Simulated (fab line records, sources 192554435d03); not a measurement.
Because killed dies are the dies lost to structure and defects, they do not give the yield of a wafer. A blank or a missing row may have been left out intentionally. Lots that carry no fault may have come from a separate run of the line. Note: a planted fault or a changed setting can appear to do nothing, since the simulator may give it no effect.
Split-lot trial	flow n5_finfet	on a route of 1938 steps: 7 lots, 21 wafers read

== ON THE SPLIT ==
At N5_BEOL_M15_SPUTTER_44 (material Ta, target thk 15 nm, time 24.19 s), the setting power_w was moved away from the recipe's 15000 W on 8 of the 21 wafers read, by -16.5% to +13.1%. The other wafers ran this setting at the recipe's value.

== FROM THE SPLIT TO THE READING: what the file shows between them, 3 steps ==
- N5_BEOL_M15_SPUTTER_45: material Cu, target thk 100 nm, time 16.67 s
- N5_BEOL_M15_ECD_47: material Cu, target thk 1860 nm
- N5_BEOL_M15_ANNEAL_48: time 90 s

== THE READING ==
barrier_field_endpoint_s, in s, at N5_BEOL_M15_CMP_49 (polishes, stops on SiO2, t overpolish 4.9 s, target thk 850 nm). Fault-free wafers of this fab line usually give 11.38 s, standard deviation 0.24 s.

wafer	tool, chamber at the split	power_w as run, W	against the recipe	barrier_field_endpoint_s, s	against lot-mates on the recipe
L075.1	pvd_sputter-01, -	12520	-16.5%	10.07	-1.15
L075.4	pvd_sputter-01, -	12520	-16.5%	10.37	-0.85
L075.2	pvd_sputter-01, -	15000	recipe	11.22	-
L078.2	pvd_sputter-02, -	15000	recipe	11.04	-
L078.5	pvd_sputter-02, -	13290	-11.4%	10.37	-0.67
L078.6	pvd_sputter-02, -	13290	-11.4%	10.55	-0.49
L080.3	pvd_sputter-03, -	15000	recipe	11.55	-
L080.2	pvd_sputter-03, -	15000	recipe	11.39	-
L080.5	pvd_sputter-03, -	15000	recipe	11.54	-
L079.1	pvd_sputter-01, -	16960	+13.1%	11.55	+0.45
L079.3	pvd_sputter-01, -	15000	recipe	11.10	-
L079.4	pvd_sputter-01, -	16960	+13.1%	12.14	+1.04
L082.4	pvd_sputter-02, -	15000	recipe	11.42	-
L082.3	pvd_sputter-02, -	15000	recipe	11.46	-
L082.5	pvd_sputter-02, -	15000	recipe	11.69	-
L088.1	pvd_sputter-03, -	15000	recipe	11.59	-
L088.5	pvd_sputter-03, -	15000	recipe	11.80	-
L088.6	pvd_sputter-03, -	13140	-12.4%	10.95	-0.75
L089.4	pvd_sputter-02, -	16440	+9.6%	11.85	+0.62
L089.1	pvd_sputter-02, -	15000	recipe	11.09	-
L089.6	pvd_sputter-02, -	15000	recipe	11.38	-

THE FIT
A straight line over all 21 wafers: barrier_field_endpoint_s changes by +0.0572 s for each +1% of power_w; r = +0.87; the points scatter about the line by 0.27 s.
The same after taking each lot's own level away (the mean of its wafers on the recipe; 21 wafers): +0.0581 s for each +1%; r = +0.96; scatter 0.14 s.
Per that fit: largest power_w move, reading shift of 0.96 s.
Across the lots, their own levels run from 11.040 to 11.695 s, a range of 2.7 times the standard deviation given above.
Hence the lot-to-lot level has little effect on the slope; both slopes agree.
Check: for one of the wafers moved furthest among these (-16.5%), held out of the fit, the line's prediction against its lot-mates is -0.904 s. Against them it came out at -1.15 s.

== ADDITIONAL SPLITS CARRIED BY THESE WAFERS ==
Other splits were also applied to these wafers ahead of the reading. Each is held against what the fit with the lots' levels taken away leaves over:
other split on the same wafers	wafers away from the commonest value	r with barrier_field_endpoint_s (lot level and that fit taken away)
N5_BEOL_M11_PECVD_70 temp_c	9	+0.10
N5_BEOL_M12_ETCH_59 bias_w	6	+0.23
N5_BEOL_M13_COAT_58 spin_rpm	6	-0.14
N5_BEOL_M13_COAT_04 spin_rpm	8	+0.27
N5_BEOL_M14_COAT_58 spin_rpm	3	-0.18
N5_BEOL_M14_DEP_53 time_s	8	+0.33

== THE WHOLE CHAIN: every reading that the file lists as answering this split, in the file's order ==
step	what it does	reading	change (the file's fit)	r (the file's)
N5_BEOL_M15_SPUTTER_44	material Ta, target thk 15 nm, time 24.19 s	Ta_of_BEOL_M15_SPUTTER_44.thk_nm (the simulator's own value, which no gauge read)	+0.155 nm for each +1% of the setting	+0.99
N5_BEOL_M15_CMP_49	polishes, stops on SiO2, t overpolish 4.9 s, target thk 850 nm	barrier_field_endpoint_s	+0.0585 s for each +1% of the setting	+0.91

== FILE'S OWN FIT ==
barrier_field_endpoint_s changes by +0.0585 s for each +1% of power_w, r = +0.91.
